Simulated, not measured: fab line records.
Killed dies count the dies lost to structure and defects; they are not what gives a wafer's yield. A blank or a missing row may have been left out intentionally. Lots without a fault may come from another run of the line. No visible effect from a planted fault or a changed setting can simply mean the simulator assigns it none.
Which tool was responsible? | flow nand_harc | 13 lots with 39 wafers sampled at 6 steps, on a route of 1302 steps

## WHAT THE GAUGES SHOWED, per wafer
NHARC_A_M1_CD_MEAS_09: the cd target is 120 nm.
lot  | measured     | on        | cd_nm (nm)
L714 | day 24 01:25 | cd_sem-03 | 120.0 120.0 120.3
L716 | day 25 03:26 | cd_sem-01 | 120.0 120.7 120.1
L715 | day 25 04:32 | cd_sem-02 | 120.6 120.6 120.7
L720 | day 26 12:25 | cd_sem-02 | 120.1 120.3 120.4
L721 | day 27 14:32 | cd_sem-01 | 120.0 120.3 119.8
L723 | day 27 20:50 | cd_sem-01 | 119.7 119.8 119.0
L722 | day 27 22:28 | cd_sem-02 | 120.0 119.6 120.7
L730 | day 30 19:16 | cd_sem-01 | 120.3 120.5 120.2
L729 | day 31 06:00 | cd_sem-02 | 119.5 119.9 119.3
L734 | day 32 17:19 | cd_sem-02 | 119.8 120.2 120.3
L732 | day 32 18:53 | cd_sem-01 | 119.6 119.6 119.3
L731 | day 32 22:11 | cd_sem-03 | 119.5 120.5 119.7
L733 | day 33 01:26 | cd_sem-02 | 119.7 118.6 119.6

NHARC_A_M1_INSPECT_11.
lot  | measured     | on                | raw_defect_count
L714 | day 24 01:32 | defect_inspect-01 | 168 159 170
L716 | day 25 03:34 | defect_inspect-01 | 109 98 113
L715 | day 25 04:39 | defect_inspect-01 | 115 120 119
L720 | day 26 12:32 | defect_inspect-02 | 135 131 146
L721 | day 27 14:40 | defect_inspect-02 | 119 129 117
L723 | day 27 20:58 | defect_inspect-01 | 78 86 96
L722 | day 27 22:35 | defect_inspect-01 | 145 128 125
L730 | day 30 19:22 | defect_inspect-02 | 113 106 110
L729 | day 31 06:07 | defect_inspect-02 | 77 83 82
L734 | day 32 17:26 | defect_inspect-01 | 70 73 66
L732 | day 32 19:01 | defect_inspect-02 | 64 70 70
L731 | day 32 22:19 | defect_inspect-02 | 55 35 45
L733 | day 33 01:34 | defect_inspect-01 | 46 58 67

NHARC_A_M1_THK_MEAS_24: measures by xrf.
lot  | measured     | on            | thk_nm (nm)
L714 | day 24 04:00 | film_metro-02 | 157.7 157.2 154.3
L716 | day 25 06:05 | film_metro-01 | 155.9 153.7 154.5
L715 | day 25 07:16 | film_metro-01 | 158.4 155.6 152.8
L720 | day 26 15:05 | film_metro-01 | 155.0 154.0 155.3
L721 | day 27 17:08 | film_metro-02 | 400.8 408.5 401.8
L723 | day 27 23:35 | film_metro-02 | 392.3 401.0 398.2
L722 | day 28 01:05 | film_metro-01 | 398.4 406.4 401.8
L730 | day 30 21:52 | film_metro-02 | 151.8 156.4 154.2
L729 | day 31 08:35 | film_metro-01 | 155.1 152.9 156.5
L734 | day 32 19:56 | film_metro-01 | 154.9 154.5 152.0
L732 | day 32 21:29 | film_metro-01 | 155.5 153.2 152.5
L731 | day 33 00:56 | film_metro-02 | 156.7 155.6 156.4
L733 | day 33 04:03 | film_metro-01 | 155.7 155.5 151.7

NHARC_END_SORT_01.
lot  | measured     | on        | defect_limited_yield (%) | killed_at_array | killed_at_other | killed_at_periphery | killed_dies | killed_open | killed_short
L721 | day 29 02:30 | prober-01 | 0 0 0                    | 675 672 670     | 0 1 3           | 2 4 4               | 677 677 677 | 5 2 4       | 5 0 1
L723 | day 29 17:19 | prober-02 | 0 0 0                    | 672 673 669     | 1 1 1           | 4 3 7               | 677 677 677 | 5 4 6       | 3 4 4
L722 | day 29 16:34 | prober-01 | 0 0 0                    | 673 673 665     | 0 0 1           | 4 4 11              | 677 677 677 | 7 1 2       | 3 2 4
L729 | day 33 05:41 | prober-01 | 90.7 92.5 94.1           | 56 43 32        | 0 0 0           | 7 8 8               | 63 51 40    | 3 1 3       | 1 1 1
L734 | day 34 04:44 | prober-02 | 92.9 91.6 91.0           | 44 54 56        | 2 1 3           | 2 2 2               | 48 57 61    | 4 3 3       | 1 1 5
L732 | day 34 05:34 | prober-01 | 92.2 93.4 92.0           | 50 44 54        | 1 0 0           | 2 1 0               | 53 45 54    | 5 2 1       | 2 4 3

## TOOL THAT RAN EACH LOT (tool first, then ch and the chambers of the sampled wafers, then the start)
lot  | NHARC_A_M1_CMP_23             | NHARC_A_BONDPAD_CMP_29
L714 | cmp-01 ch 0,2,3, day 24 03:46 | cmp-04 ch 0,1,3, day 24 05:34
L716 | cmp-04 ch 1,2,3, day 25 05:47 | cmp-02 ch 0,1,2, day 25 07:23
L715 | cmp-02 ch 0,1,3, day 25 06:56 | cmp-03 ch 1,2,3, day 25 08:31
L720 | cmp-01 ch 0,2,3, day 26 14:47 | cmp-04 ch 0,2,3, day 26 16:23
L721 | cmp-01 ch 0,1, day 27 16:51   | -
L723 | cmp-04 ch 0,2,3, day 27 23:18 | -
L722 | cmp-04 ch 0,2,3, day 28 00:47 | -
L730 | cmp-04 ch 0,1,3, day 30 21:36 | cmp-04 ch 0,1,2, day 30 23:11
L729 | cmp-04 ch 0,1,3, day 31 08:21 | cmp-02 ch 0,3, day 31 09:51
L734 | cmp-04 ch 1,3, day 32 19:39   | cmp-03 ch 0,2, day 32 21:12
L732 | cmp-04 ch 0,3, day 32 21:10   | cmp-02 ch 0,1,2, day 32 22:47
L731 | cmp-01 ch 1,2,3, day 33 00:37 | cmp-03 ch 0,1,3, day 33 02:11
L733 | cmp-01 ch 1,2,3, day 33 03:47 | cmp-04 ch 1,3, day 33 05:20
- NHARC_A_M1_CMP_23: polishes, t overpolish 20 s, target thk 154.34 nm.
- NHARC_A_BONDPAD_CMP_29: polishes SiCN, target thk 200 nm.

## AS READ BY THE TOOLS THEMSELVES (means over the sampled wafers that have a number; for cases with no such wafer, the mark the record gives instead)
NHARC_A_M1_CMP_23.
lot  | tool   | edge_zone_pressure_frac | motor_current_A (A) | time_to_endpoint_s (s)
L714 | cmp-01 | 0.999                   | 11.1                | 31.8
L716 | cmp-04 | 0.996                   | 11.8                | 28.8
L715 | cmp-02 | 1.005                   | 11.2                | 29.9
L720 | cmp-01 | 1.000                   | 11.1                | 27.4
L721 | cmp-01 | -                       | -                   | -
L723 | cmp-04 | -                       | -                   | -
L722 | cmp-04 | -                       | -                   | -
L730 | cmp-04 | 0.998                   | 12.6                | 27.6
L729 | cmp-04 | 1.002                   | 12.9                | 28.3
L734 | cmp-04 | 1.005                   | 11.8                | 25.5
L732 | cmp-04 | 1.003                   | 12.8                | 29.4
L731 | cmp-01 | 0.997                   | 10.1                | 29.8
L733 | cmp-01 | 1.000                   | 10.7                | 30.7

NHARC_A_BONDPAD_CMP_29.
lot  | tool   | edge_zone_pressure_frac | motor_current_A (A)
L714 | cmp-04 | 0.999                   | 12.7
L716 | cmp-02 | 1.001                   | 12.6
L715 | cmp-03 | 0.993                   | 12.6
L720 | cmp-04 | 1.006                   | 12.8
L730 | cmp-04 | 1.000                   | 12.6
L729 | cmp-02 | 0.998                   | 11.1
L734 | cmp-03 | 1.004                   | 13.1
L732 | cmp-02 | 1.000                   | 12.5
L731 | cmp-03 | 1.004                   | 12.7
L733 | cmp-04 | 0.999                   | 12.1

## THE ANSWER, worked out from the rows above alone
Rule: the usual values come from the lots themselves. The widest of any qualifying gaps counts: lots, ordered by their means at a reading, are off when they make up no more than a third of the lots, leave a main group of 4 or more, and stand apart from it by 3 or more times the standard deviation of that group's means. A main group whose means are all the same, to the digits that the tables above print for the reading, isn't used. A lot without any number at a reading at which 4 lots or more have one is off too. All remaining lots with rows at the step are treated as sound. First the gauges in route order, then the tools' own readings, where a lot's mean is used as printed above. At the first step where some lot is off, the reading lying furthest off is the one used; lots without a number count as furthest.
Off: L721, L723, L722, at NHARC_A_M1_THK_MEAS_24 (thk_nm). Main group: mean 154.8 nm, sd 0.9.
If a tool, at a process step before that reading, ran all the lots that are off and no sound lot after the first of them, it fits. The gauges at NHARC_A_M1_THK_MEAS_24 aren't tried: what is off there is off at NHARC_A_M1_CMP_23 too, on other tools, and a gauge's error can't cause that. Of those tried, none fits.

## WHAT THE SIMULATOR HAD PUT IN
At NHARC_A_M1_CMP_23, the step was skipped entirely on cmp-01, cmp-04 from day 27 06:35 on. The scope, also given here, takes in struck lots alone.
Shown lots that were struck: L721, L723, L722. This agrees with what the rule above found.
